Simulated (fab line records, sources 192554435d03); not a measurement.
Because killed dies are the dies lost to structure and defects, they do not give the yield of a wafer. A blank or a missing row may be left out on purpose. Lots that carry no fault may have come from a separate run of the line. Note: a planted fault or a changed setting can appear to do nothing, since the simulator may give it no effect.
Split-lot experiment | flow n5Finfet | 7 lots, 21 wafers read, on a route of 1938 steps

== ON THE SPLIT ==
At N5_BEOL_M1_TRENCH_ETCH_37 (etches SiOC in C4F6/O2, target depth 55.207 nm, time 29 s), the setting timeS was moved away from the recipe's 29 s on 7 of the 21 wafers read, by -18.3% to -6.4%. This setting was run at the recipe's value on the other wafers.

== FROM THE SPLIT TO THE READING: what the file shows between them, 2 steps ==
- N5_BEOL_M1_ETCH_41: etches SiCN in CH3F/O2, target depth 31.9 nm, time 57.8 s
- N5_BEOL_M1_STRIP_97: strips in N2/H2, time 10 s

== THE READING ==
trenchDepthNm, in nm, at N5_BEOL_M1_OCD_MEAS_38. Typical for fault-free wafers on this fab line: 55.1 nm, with standard deviation 1.1 nm.

wafer  | tool, chamber at the split | timeS as run, s | against the recipe | trenchDepthNm, nm | against lot-mates on the recipe
L075.3 | rieDiel-06, 3              | 29              | recipe             | 55.3              | -
L075.4 | rieDiel-06, 0              | 29              | recipe             | 55.5              | -
L075.5 | rieDiel-06, 0              | 29              | recipe             | 55.2              | -
L076.2 | rieDiel-05, 0              | 29              | recipe             | 53.9              | -
L076.3 | rieDiel-05, 3              | 29              | recipe             | 56.4              | -
L076.6 | rieDiel-05, 2              | 29              | recipe             | 54.7              | -
L085.2 | rieDiel-03, 2              | 29              | recipe             | 55.5              | -
L085.3 | rieDiel-03, 1              | 29              | recipe             | 53.0              | -
L085.5 | rieDiel-03, 0              | 29              | recipe             | 55.0              | -
L086.3 | rieDiel-06, 3              | 23.69           | -18.3%             | 45.0              | -10.4
L086.4 | rieDiel-06, 2              | 23.69           | -18.3%             | 45.9              | -9.5
L086.6 | rieDiel-06, 3              | 29              | recipe             | 55.4              | -
L087.1 | rieDiel-06, 3              | 27.15           | -6.4%              | 51.7              | -4.2
L087.2 | rieDiel-06, 2              | 29              | recipe             | 55.9              | -
L087.4 | rieDiel-06, 0              | 27.15           | -6.4%              | 50.8              | -5.1
L090.2 | rieDiel-06, 3              | 26.58           | -8.3%              | 51.9              | -4.2
L090.4 | rieDiel-06, 0              | 29              | recipe             | 55.1              | -
L090.5 | rieDiel-06, 2              | 29              | recipe             | 57.1              | -
L096.1 | rieDiel-03, 1              | 23.89           | -17.6%             | 42.8              | -12.4
L096.2 | rieDiel-03, 0              | 23.89           | -17.6%             | 46.0              | -9.2
L096.3 | rieDiel-03, 3              | 29              | recipe             | 55.2              | -

THE FIT
A straight line over all 21 wafers: trenchDepthNm changes by +0.568 nm for each +1% of timeS; r = +0.97; the points scatter about the line by 1.1 nm.
The same after taking each lot's own level away (the mean of its wafers on the recipe; 21 wafers): +0.578 nm for each +1%; r = +0.97; scatter 0.99 nm.
The reading moves by 11 nm for the largest change in timeS, on that fit.
The lots' own levels span 54.50 to 56.10 nm, that is 1.5 times the standard deviation above.
Consequently the slope shifts little with the lot-to-lot level, the two slopes agreeing.
Check: -10.7 nm against its lot-mates is what the line predicts for one of the wafers moved furthest among these (-18.3%) when that wafer is left out of the fit. It came out at -10.4 nm against them.

== OTHER SPLITS APPLIED TO THESE WAFERS ==
Before the reading, these wafers also passed through other splits. Each is held against what the fit with the lots' levels taken away leaves over:
other split on the same wafers | wafers away from the commonest value | r with trenchDepthNm (lot level and that fit taken away)
N5_BEOL_M1_DESCUM_33 timeS     | 5                                    | -0.09

== THE WHOLE CHAIN: every reading that the file lists as answering this split, in the file's order ==
step                      | what it does                                              | reading                                                                 | change (the file's fit)               | r (the file's)
N5_BEOL_M1_TRENCH_ETCH_37 | etches SiOC in C4F6/O2, target depth 55.207 nm, time 29 s | etch.depthNm (the simulator's own value, which no gauge read)           | +0.573 nm for each +1% of the setting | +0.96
N5_BEOL_M1_TRENCH_ETCH_37 | etches SiOC in C4F6/O2, target depth 55.207 nm, time 29 s | BEOL_M1.featureDepthNm (the simulator's own value, which no gauge read) | +0.569 nm for each +1% of the setting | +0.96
N5_BEOL_M1_OCD_MEAS_38    |                                                           | trenchDepthNm                                                           | +0.577 nm for each +1% of the setting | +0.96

== THE FILE'S OWN FIT ==
trenchDepthNm changes by +0.577 nm for each +1% of timeS, r = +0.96.
